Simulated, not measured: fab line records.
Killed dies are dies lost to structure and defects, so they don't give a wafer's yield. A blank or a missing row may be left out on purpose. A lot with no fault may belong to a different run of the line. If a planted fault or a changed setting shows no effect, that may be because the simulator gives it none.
Struck lot and sound lot, side by side || flow nand_harc || 43 out of 1302 route steps
Sound: wafers L929.2, L929.5, L929.6. Wafers L947.2, L947.3, L947.6 were the ones struck. The cause is given at the end.
For every step that has rows: the tool of each side, followed by ch and its chambers, followed by its first start. Under that, the readings that differ: sound wafers || struck wafers || difference of the means || sigmas: that difference in standard deviations of wafers without a fault.
alike: words and numbers the same on both sides, and readings whose means are apart by under 2 such deviations; not compared: readings that were withheld, readings missing a value for some wafer, numbers with overlapping values and no deviation given by the record, and bounds like >300 which may hide the same value.
Wherever a step has rows on one side only, a row that says differs or no value, or a row with sigmas, the two part there. Numbers that don't overlap but have no deviation are shown without sigmas and don't part them. Lack of a reading on every wafer of one side parts them only where that side has two or more wafers.

first, 2 steps without rows for these wafers: NHARC_A_CONTACT_PEB_67 (peb time 65 s); NHARC_A_CONTACT_DEVELOP_68 (develop time 35 s).
NHARC_A_CONTACT_CD_MEAS_69: target cd 300 nm.
  sound on cd_sem-02 ch 0, day 22 11:44; struck on cd_sem-02 ch 0, day 28 11:26
  alike: cd_nm
NHARC_A_CONTACT_OVL_MEAS_70:
  sound on overlay-01 at day 22 11:49; struck on overlay-02 at day 28 11:31
  alike: overlay_x_nm, overlay_y_nm
NHARC_A_CONTACT_INSPECT_71:
  sound on defect_inspect-02 at day 22 11:52; struck on defect_inspect-01 at day 28 11:33
{"reading": "raw_defect_count", "sound": "20 15 18", "struck": "97 110 108", "difference": "+87", "sigmas": "+2"}
then, 1 step without rows for these wafers: NHARC_A_CONTACT_DESCUM_74 (chemistry O2, time 3 s).
NHARC_A_CONTACT_ETCH_75: etches the open film in CF4, target depth 39 nm, time 65 s.
  sound on rie_diel-06 ch 0,1, day 22 12:01; struck on rie_diel-06 ch 1,2, day 28 11:42
  alike: drypump_motor_current_A, oes_product_au, rf_vpp_V, showerhead_plenum_p_Torr, throttle_valve_pct
  not compared: rf_hours_counter_h
then, 5 steps without rows for these wafers: NHARC_A_CONTACT_ETCH_76 (etches the open film in N2/H2, target depth 260 nm, time 475.3 s); NHARC_A_CONTACT_ETCH_77 (etches the open film in CF4/CHF3, target depth 108.9 nm, time 54.5 s); NHARC_A_CONTACT_ETCH_78 (etches the open film in O2/COS, target depth 5300 nm, time 1378 s); NHARC_A_CONTACT_ETCH_124 (etches the open film in C4F8/O2/Ar, time 140 s, target depth 700 nm); NHARC_A_CONTACT_ETCH_125 (etches the open film in C4F8/O2/Ar, time 197 s, target depth 1918 nm).
NHARC_A_CONTACT_ETCH_126: etches the open film in C4F8/O2/Ar, time 197 s, target depth 1918 nm.
  sound on har_cap_etch-01 ch 0,1, day 22 13:52; struck on har_cap_etch-03 ch 0,1, day 28 13:41
  not compared: rf_hours_counter_h
then, 2 steps without rows for these wafers: NHARC_A_CONTACT_ETCH_127 (etches the open film in C4F8/O2/Ar, time 197 s, target depth 1918 nm); NHARC_A_CONTACT_ETCH_128 (etches the open film in C4F8/O2/Ar, time 197 s, target depth 1918 nm).
NHARC_A_CONTACT_ETCH_129: etches the open film in C4F8/O2/Ar, time 197 s, target depth 1918 nm.
  sound on har_cap_etch-01 ch 0,1, day 22 14:24; struck on har_cap_etch-03 ch 0,1, day 28 14:24
  not compared: rf_hours_counter_h
then, 5 steps without rows for these wafers: NHARC_A_CONTACT_ETCH_130 (etches the open film in C4F8/O2/Ar, time 197 s, target depth 1918 nm); NHARC_A_CONTACT_ETCH_131 (etches the open film in C4F8/O2/Ar, time 197 s, target depth 1918 nm); NHARC_A_CONTACT_ETCH_132 (etches the open film in C4F8/O2/Ar, time 197 s, target depth 1924 nm); NHARC_A_CONTACT_ETCH_133 (etches the open film in C4F8/O2/Ar, time 374 s, target depth 1610 nm); NHARC_A_CONTACT_ETCH_91 (etches the open film in CH3F/O2, target depth 40 nm, time 85.7 s).
NHARC_A_CONTACT_ETCH_97: etches the open film in C4F6/O2, target depth 20 nm, time 10 s.
  sound on rie_diel-06 ch 0,3; struck on rie_diel-05 ch 2,3
  alike: c4f6_flow_sccm, drypump_motor_current_A, oes_product_au, rf_vpp_V, showerhead_plenum_p_Torr, throttle_valve_pct
  not compared: rf_hours_counter_h
NHARC_A_CONTACT_CD_MEAS_80:
  sound on cd_sem-02 at day 22 16:05; struck on cd_sem-01 at day 28 16:28
  alike: cd_nm
then, 3 steps without rows for these wafers: NHARC_A_CONTACT_STRIP_103 (strips in N2/H2); NHARC_A_CONTACT_STRIP_104 (strips in CF4/CHF3); NHARC_A_CONTACT_STRIP_105 (strips in O2/COS).
NHARC_A_CONTACT_ETCH_106: etches the open film in CF4/O2, target depth 90 nm, overetch 9 nm, time 49.5 s.
  sound on rie_diel-07 ch 0,1, day 22 16:22; struck on rie_diel-05 ch 0,1,3, day 28 16:46
{"reading": "rf_vpp_V (V)", "sound": "199.4 199.3 200.3", "struck": "197.7 197.4 195.6", "difference": -2.8, "sigmas": -2}
  alike: drypump_motor_current_A, oes_product_au, showerhead_plenum_p_Torr, throttle_valve_pct
  not compared: rf_hours_counter_h
then, 3 steps without rows for these wafers: NHARC_A_CONTACT_STRIP_82 (strips in O2); NHARC_A_CONTACT_STRIP_83 (strips in post etch residue remover, time 600 s); NHARC_A_CONTACT_DEP_84 (deposits aC, target thk 2800 nm).
NHARC_A_CONTACT_DEP_85: deposits SiON, target thk 60 nm.
  sound on pecvd-01 ch 0,1,2, day 22 23:18; struck on pecvd-03 ch 0,1, day 28 22:07
  alike: heater_power_w
then, 10 steps without rows for these wafers: NHARC_A_CONTACT_DEHYDRATE_00 (time 120 s); NHARC_A_CONTACT_HMDS_01 (time 30 s); NHARC_A_CONTACT_COAT_86 (time 75 s); NHARC_A_CONTACT_COAT_87 (time 65 s); NHARC_A_CONTACT_COAT_02 (resist thk 90 nm); NHARC_A_CONTACT_SOFTBAKE_03 (time 55 s); NHARC_A_CONTACT_EBR_04; NHARC_A_CONTACT_EXPOSE_05 (exposes mask A CC); NHARC_A_CONTACT_PEB_06 (peb time 65 s); NHARC_A_CONTACT_DEVELOP_07 (develop time 35 s).
NHARC_A_CONTACT_CD_MEAS_08: target cd 200 nm.
  sound on cd_sem-03 ch 0, day 23 00:01; struck on cd_sem-02 ch 0, day 28 22:43
  alike: cd_nm
-- the record jumps here: 2 days lie between the struck wafers' starts before and after (it left off in module A_CONTACT and takes up again in module END, whose first step shown is number 1302 of the route) --
NHARC_END_SORT_01:
  sound on prober-02 ch 0, day 25 05:48; struck on prober-02 ch 0, day 31 01:22
{"reading": "killed_at_array", "sound": "30 25 22", "struck": "135 125 113", "difference": "+99", "sigmas": "+5"}
{"reading": "killed_at_other", "sound": "1 0 0", "struck": "2 2 4", "difference": "+2", "sigmas": "+2"}
{"reading": "killed_dies", "sound": "32 26 26", "struck": "138 127 124", "difference": "+102", "sigmas": "+5"}
  alike: killed_at_periphery, killed_open, killed_short

WHERE THEY PART
Earliest at NHARC_A_CONTACT_INSPECT_71; latest, in this record, at NHARC_END_SORT_01.

WHY: what had been put in by the simulator
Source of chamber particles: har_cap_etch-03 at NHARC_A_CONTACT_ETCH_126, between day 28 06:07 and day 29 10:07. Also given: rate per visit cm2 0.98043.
